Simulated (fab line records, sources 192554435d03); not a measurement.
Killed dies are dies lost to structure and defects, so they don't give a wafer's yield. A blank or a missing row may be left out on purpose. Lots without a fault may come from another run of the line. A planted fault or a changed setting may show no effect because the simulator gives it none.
Which tool did it? | flow n5_finfet | 8 lots, 24 wafers sampled, at 7 steps of a route of 1938

WHAT THE GAUGES READ, wafer by wafer
N5_MOL_CONTACT_COAG_CD_MEAS_40: target cd 25.1 nm. Usual: cd_nm 25.08 nm, standard deviation 0.25.
lot  | measured     | on        | cd_nm (nm)        | flag
L662 | day 5 17:34  | cd_sem-01 | 24.86 25.39 25.17 |
L668 | day 6 19:39  | cd_sem-03 | 24.64 24.83 24.39 |
L669 | day 7 05:26  | cd_sem-02 | 24.89 25.11 25.11 |
L671 | day 7 17:43  | cd_sem-03 | 25.35 24.85 25.28 |
L672 | day 8 02:00  | cd_sem-02 | 25.42 25.54 25.18 |
L673 | day 8 06:47  | cd_sem-02 | 25.06 24.88 25.17 |
L676 | day 9 02:36  | cd_sem-03 | 25.32 25.30 25.58 |
L683 | day 10 16:42 | cd_sem-01 | 19.83 17.58 11.04 | OFF

N5_MOL_CONTACT_COAG_CD_MEAS_101: target cd 16 nm. Usual: cd_nm 16.0 nm, standard deviation 0.38.
lot  | measured     | on        | cd_nm (nm)     | flag
L662 | day 5 18:37  | cd_sem-03 | 15.2 15.9 15.3 |
L668 | day 6 21:23  | cd_sem-01 | 15.9 15.6 16.0 |
L669 | day 7 06:22  | cd_sem-02 | 15.7 15.7 16.0 |
L671 | day 7 18:53  | cd_sem-03 | 16.4 16.2 16.1 |
L672 | day 8 03:04  | cd_sem-01 | 16.4 15.4 15.6 |
L673 | day 8 07:44  | cd_sem-02 | 16.6 16.5 15.9 |
L676 | day 9 04:41  | cd_sem-02 | 16.5 15.9 16.0 |
L683 | day 10 17:49 | cd_sem-02 | 11.0 7.7 1.9   | OFF

N5_BEOL_M4_RC_MEAS_101. Usual: DIBL_N 36.7 mV/V, standard deviation 2.4; DIBL_P 37.4 mV/V, standard deviation 2.9; IOFF_N 0.18 nA/um, standard deviation 0.05; IOFF_P 0.23 nA/um, standard deviation 0.058; ION_N 683 uA/um, standard deviation 16; ION_P 467 uA/um, standard deviation 11; SS_N 71.7 mV/dec, standard deviation 0.77; SS_P 73.5 mV/dec, standard deviation 0.87; VT_N 249 mV, standard deviation 4.3; VT_P -250 mV, standard deviation 4.4.
lot  | measured     | on        | DIBL_N (mV/V)  | DIBL_P (mV/V)  | IOFF_N (nA/um) | IOFF_P (nA/um) | ION_N (uA/um) | ION_P (uA/um) | SS_N (mV/dec)  | SS_P (mV/dec)  | VT_N (mV)   | VT_P (mV)      | flag
L662 | day 8 08:13  | prober-02 | 35.9 35.8 38.7 | 34.4 36.3 38.9 | 0.14 0.16 0.21 | 0.17 0.21 0.25 | 669 697 704   | 455 481 479   | 71.1 71.3 71.7 | 72.3 73.1 74.3 | 254 247 247 | -253 -251 -248 |
L668 | day 9 10:56  | prober-02 | 32.5 34.6 34.8 | 34.2 35.3 36.9 | 0.14 0.14 0.16 | 0.19 0.19 0.23 | 686 671 694   | 485 463 486   | 69.9 71.3 70.7 | 72.6 73.1 73.0 | 249 252 247 | -249 -250 -247 |
L669 | day 9 17:10  | prober-01 | 39.1 35.8 39.2 | 37.9 35.5 39.8 | 0.23 0.16 0.24 | 0.31 0.25 0.35 | 676 682 699   | 473 475 477   | 73.1 71.4 71.8 | 73.8 73.0 74.4 | 245 250 244 | -244 -248 -241 |
L671 | day 10 08:22 | prober-01 | 41.1 33.5 36.9 | 42.0 33.5 37.0 | 0.25 0.11 0.16 | 0.24 0.13 0.17 | 699 681 680   | 458 466 450   | 73.2 70.7 72.0 | 74.5 72.6 73.5 | 246 253 250 | -251 -259 -256 |
L672 | day 10 11:44 | prober-01 | 37.4 36.5 38.0 | 38.8 35.5 38.7 | 0.19 0.15 0.19 | 0.24 0.18 0.24 | 682 667 697   | 463 448 475   | 72.1 71.5 72.1 | 73.5 71.9 73.1 | 248 251 245 | -250 -253 -249 |
L673 | day 10 19:13 | prober-02 | 34.1 34.8 35.5 | 33.5 34.8 36.5 | 0.12 0.13 0.16 | 0.18 0.19 0.23 | 677 684 711   | 468 477 484   | 69.9 71.2 70.5 | 72.7 73.0 73.3 | 252 252 246 | -252 -249 -246 |
L676 | day 11 11:47 | prober-01 | 35.1 35.5 36.0 | 35.5 35.2 37.2 | 0.17 0.16 0.18 | 0.21 0.20 0.22 | 667 662 672   | 459 451 461   | 71.8 71.6 72.4 | 73.4 72.3 73.4 | 250 251 250 | -249 -251 -250 |

WHICH TOOL RAN EACH LOT (tool, then ch and the chambers of the sampled wafers, then the start)
lot  | N5_MOL_CONTACT_COAG_ETCH_90        | N5_MOL_CONTACT_COAG_ETCHBACK_135   | N5_MOL_CONTACT_COAG_ETCH_47        | N5_MOL_CONTACT_COAG_EXPOSE_37
L662 | rie_diel-03 ch 1,2, day 5 16:19    | rie_diel-01 ch 2,3, day 5 16:43    | rie_diel-01 ch 2,3, day 5 16:51    | euv_scanner-02 ch 0, day 5 17:26
L668 | rie_diel-01 ch 0,1,3, day 6 18:08  | rie_diel-04 ch 0,1,2, day 6 18:50  | rie_diel-04 ch 0,1,2, day 6 18:59  | euv_scanner-01 ch 0, day 6 19:31
L669 | rie_diel-04 ch 1,2,3, day 7 03:57  | rie_diel-01 ch 0,1,3, day 7 04:44  | rie_diel-01 ch 0,1,3, day 7 04:53  | euv_scanner-01 ch 0, day 7 05:17
L671 | rie_diel-03 ch 2,3, day 7 16:08    | rie_diel-04 ch 0,1, day 7 16:55    | rie_diel-04 ch 0,1, day 7 17:03    | euv_scanner-02 ch 0, day 7 17:35
L672 | rie_diel-03 ch 0,2,3, day 8 00:23  | rie_diel-04 ch 0,1, day 8 01:19    | rie_diel-04 ch 0,1, day 8 01:27    | euv_scanner-02 ch 0, day 8 01:52
L673 | rie_diel-04 ch 0,2, day 8 05:34    | rie_diel-01 ch 1,2, day 8 05:58    | rie_diel-01 ch 1,2, day 8 06:07    | euv_scanner-01 ch 0, day 8 06:38
L676 | rie_diel-03 ch 2,3, day 9 01:26    | rie_diel-03 ch 0,2, day 9 01:55    | rie_diel-03 ch 0,2, day 9 02:03    | euv_scanner-02 ch 0, day 9 02:28
L683 | rie_diel-03 ch 0,1,3, day 10 15:36 | rie_diel-03 ch 1,2,3, day 10 16:01 | rie_diel-03 ch 1,2,3, day 10 16:10 | euv_scanner-01 ch 0, day 10 16:34
- N5_MOL_CONTACT_COAG_ETCH_90: etches SiARC in CF4, target depth 13 nm, time 21.7 s.
- N5_MOL_CONTACT_COAG_ETCHBACK_135: etches SiO2 in CHF3, target depth 25 nm, time 16.7 s.
- N5_MOL_CONTACT_COAG_ETCH_47: etches SiNx in CH3F/O2, stops on W, target depth 27 nm.
- N5_MOL_CONTACT_COAG_EXPOSE_37: exposes mask VD, defocus 0 nm.

WHAT THE TOOLS THEMSELVES READ (means of the sampled wafers that have a number; where no wafer has one, the mark that the record gives instead)
N5_MOL_CONTACT_COAG_ETCH_90. Usual: drypump_motor_current_A 5.7 A, standard deviation 0.47; etch_rf_on_time_s 21.5 s, standard deviation 0.67; oes_product_au 0.67 a.u., standard deviation 0.075; rf_vpp_V 184.4 V, standard deviation 1.3; showerhead_plenum_p_Torr 2.18 Torr, standard deviation 0.092; throttle_valve_pct 15.65 %, standard deviation 0.23.
lot  | tool        | drypump_motor_current_A (A) | etch_rf_on_time_s (s) | oes_product_au (a.u.) | rf_vpp_V (V) | showerhead_plenum_p_Torr (Torr) | throttle_valve_pct (%) | flag
L662 | rie_diel-03 | 5.5                         | 20.6                  | 0.77                  | 185.1        | 2.22                            | 15.43                  |
L668 | rie_diel-01 | 6.0                         | 21.7                  | 0.66                  | 183.4        | 2.15                            | 15.52                  |
L669 | rie_diel-04 | 5.3                         | 20.7                  | 0.71                  | 184.3        | 2.13                            | 15.51                  |
L671 | rie_diel-03 | 5.9                         | 21.2                  | 0.65                  | 183.4        | 2.12                            | 15.77                  |
L672 | rie_diel-03 | 6.0                         | 21.7                  | 0.62                  | 184.3        | 2.17                            | 15.88                  |
L673 | rie_diel-04 | 5.4                         | 21.3                  | 0.73                  | 185.4        | 2.28                            | 15.57                  |
L676 | rie_diel-03 | 5.9                         | 21.4                  | 0.63                  | 183.0        | 2.11                            | 15.79                  |
L683 | rie_diel-03 | 5.7                         | 21.7                  | 0.63                  | 184.7        | 2.23                            | 15.88                  |

N5_MOL_CONTACT_COAG_ETCHBACK_135. Usual: drypump_motor_current_A 5.7 A, standard deviation 0.48; oes_product_au 0.79 a.u., standard deviation 0.089; rf_vpp_V 531 V, standard deviation 16; showerhead_plenum_p_Torr 2.41 Torr, standard deviation 0.1; throttle_valve_pct 18.76 %, standard deviation 0.2.
lot  | tool        | drypump_motor_current_A (A) | oes_product_au (a.u.) | rf_vpp_V (V) | showerhead_plenum_p_Torr (Torr) | throttle_valve_pct (%) | flag
L662 | rie_diel-01 | 5.5                         | 0.74                  | 545          | 2.40                            | 18.83                  |
L668 | rie_diel-04 | 5.5                         | 0.89                  | 522          | 2.47                            | 18.64                  |
L669 | rie_diel-01 | 6.0                         | 0.77                  | 534          | 2.39                            | 18.66                  |
L671 | rie_diel-04 | 5.6                         | 0.89                  | 517          | 2.47                            | 18.73                  |
L672 | rie_diel-04 | 5.7                         | 0.89                  | 510          | 2.41                            | 18.69                  |
L673 | rie_diel-01 | 5.3                         | 0.88                  | 521          | 2.44                            | 18.69                  |
L676 | rie_diel-03 | 6.1                         | 0.75                  | 528          | 2.34                            | 18.81                  |
L683 | rie_diel-03 | 5.6                         | 0.77                  | 540          | 2.41                            | 18.82                  |

N5_MOL_CONTACT_COAG_ETCH_47. Usual: drypump_motor_current_A 5.7 A, standard deviation 0.48; etch_rf_on_time_s 31.0 s, standard deviation 0.89; oes_product_au 0.70 a.u., standard deviation 0.079; rf_vpp_V 301 V, standard deviation 8.9; showerhead_plenum_p_Torr 2.03 Torr, standard deviation 0.087; throttle_valve_pct 16.39 %, standard deviation 0.21.
lot  | tool        | drypump_motor_current_A (A) | etch_rf_on_time_s (s) | oes_product_au (a.u.) | rf_vpp_V (V) | showerhead_plenum_p_Torr (Torr) | throttle_valve_pct (%) | flag
L662 | rie_diel-01 | 5.5                         | 31.3                  | 0.66                  | 309          | 2.02                            | 16.47                  |
L668 | rie_diel-04 | 5.5                         | 30.2                  | 0.80                  | 296          | 2.08                            | 16.24                  |
L669 | rie_diel-01 | 6.0                         | 31.3                  | 0.69                  | 304          | 2.01                            | 16.29                  |
L671 | rie_diel-04 | 5.6                         | 30.7                  | 0.79                  | 294          | 2.08                            | 16.34                  |
L672 | rie_diel-04 | 5.7                         | 31.3                  | 0.80                  | 290          | 2.02                            | 16.28                  |
L673 | rie_diel-01 | 5.2                         | 31.3                  | 0.79                  | 296          | 2.06                            | 16.33                  |
L676 | rie_diel-03 | 6.1                         | 31.3                  | 0.67                  | 299          | 1.97                            | 16.45                  |
L683 | rie_diel-03 | 5.6                         | 30.1                  | 0.69                  | 306          | 2.03                            | 16.45                  |

N5_MOL_CONTACT_COAG_EXPOSE_37. Usual: exposure_dose_mJ_cm2 61.83, standard deviation 0.074.
lot  | tool           | exposure_dose_mJ_cm2 | flag
L662 | euv_scanner-02 | 61.92                |
L668 | euv_scanner-01 | 61.83                |
L669 | euv_scanner-01 | 61.94                |
L671 | euv_scanner-02 | 61.86                |
L672 | euv_scanner-02 | 61.83                |
L673 | euv_scanner-01 | 61.73                |
L676 | euv_scanner-02 | 61.82                |
L683 | euv_scanner-01 | 68.18                | OFF

THE ANSWER, worked out from the rows above alone
Rule: a lot is off if the mean of its wafers that have a number lies more than 3 standard deviations from the usual mean. A lot without any number at a reading at which 4 lots or more have one is off too. The other lots that the step has rows for count as sound. The gauges are gone through in route order, then the tools' own readings, and for those a lot's mean is taken as printed above. The first step at which some lot is off is used, and at that step the reading that is off furthest; a lot without a number counts as furthest.
Off: L683, at N5_MOL_CONTACT_COAG_CD_MEAS_40 (cd_nm).
A tool fits if, at a process step before that reading, it ran every lot that is off, and no sound lot after the first of them. The gauges at N5_MOL_CONTACT_COAG_CD_MEAS_40 aren't tried: what is off there is off at N5_MOL_CONTACT_COAG_CD_MEAS_101 too, on other tools, and a gauge's error can't cause that. Can't be told from this: 2 tools fit, rie_diel-03 at N5_MOL_CONTACT_COAG_ETCH_90 and N5_MOL_CONTACT_COAG_ETCHBACK_135 and N5_MOL_CONTACT_COAG_ETCH_47, euv_scanner-01 at N5_MOL_CONTACT_COAG_EXPOSE_37.

WHAT THE SIMULATOR HAD PUT IN
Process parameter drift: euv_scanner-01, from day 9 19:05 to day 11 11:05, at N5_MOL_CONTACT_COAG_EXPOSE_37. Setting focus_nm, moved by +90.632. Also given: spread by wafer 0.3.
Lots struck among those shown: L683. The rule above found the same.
